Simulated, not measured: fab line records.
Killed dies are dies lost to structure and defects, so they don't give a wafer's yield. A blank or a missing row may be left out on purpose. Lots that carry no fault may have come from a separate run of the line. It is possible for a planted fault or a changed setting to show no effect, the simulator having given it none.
Comparing a struck lot with a sound one | flow n5 finfet | 14 out of 1938 route steps
Sound: these wafers, L638.2, L638.4, L638.5. Wafers struck: L634.3, L634.5, L634.6. Last of all comes the cause.
Each step with rows lists, per side, the tool, then ch with its chambers, then its first start. Under that, the readings that differ: sound wafers | struck wafers | difference of the means | sigmas: that difference in standard deviations of wafers without a fault.
alike: readings whose means differ by less than 2 such deviations, and words and numbers that are the same on both sides. not compared: withheld readings, readings that some wafer has no value for, bounds like >300 that may hide the same value, and numbers for which the record gives no deviation and whose values overlap.
The two part at a step that has a row with sigmas, a row that says differs or no value, or rows on one side only. Numbers that have no deviation but don't overlap get no sigmas and don't part them. Lack of a reading on every wafer of one side parts them only where that side has two or more wafers.

N5_WELL_APT_CD_MEAS_08 targets a cd of 200 nm.
  sound on cd sem-01 ch 0, day 4 19:34; struck on cd sem-01 ch 0, day 3 19:34
  alike: cd nm
N5_WELL_APT_OVL_MEAS_09:
  sound on overlay-02 ch 0, day 4 19:35; struck on overlay-02 ch 0, day 3 19:35
  alike: NWELL_OVL
N5_WELL_APT_INSPECT_10: inspects for defects (macro).
  struck on defect inspect-02, day 3 19:37; sound on defect inspect-02, day 4 19:37
  alike: raw defect count
N5_WELL_APT_DESCUM_13: chemistry O2, time 7.9 s.
  sound on rie diel-01 ch 1,3, day 4 20:11; struck on rie diel-01 ch 0,1,2, day 3 20:24
  alike: drypump motor current A, oes product au, rf vpp V, showerhead plenum p Torr, throttle valve pct
  not compared: rf hours counter h
then, 8 steps without rows for these wafers: N5_WELL_APT_IMPLANT_14; N5_WELL_APT_IMPLANT_15; N5_WELL_APT_STRIP_16 (strips in SPM, time 900 s); N5_WELL_APT_HMDS_18 (time 60 s); N5_WELL_APT_COAT_19 (resist thk 950 nm); N5_WELL_APT_EBR_21; N5_WELL_APT_SOFTBAKE_20 (time 60 s); N5_WELL_APT_EXPOSE_22 (exposes mask PWELL, defocus 0 nm, target cd 200 nm).
N5_WELL_APT_PEB_23: peb time 90 s.
  struck on litho track-02, day 3 21:19; sound on litho track-03 ch 0, day 4 21:08
  no value came back on the struck wafers for chill plate temp C (C), exhaust pa (Pa); on the sound wafers chill plate temp C (C) reads 23.04 23.06 23.08
then, 1 step without rows for these wafers: N5_WELL_APT_DEVELOP_24 (develop time 45 s).

## WHERE THEY PART
Within this record, at N5_WELL_APT_PEB_23 only.

WHY: what the simulator had put in
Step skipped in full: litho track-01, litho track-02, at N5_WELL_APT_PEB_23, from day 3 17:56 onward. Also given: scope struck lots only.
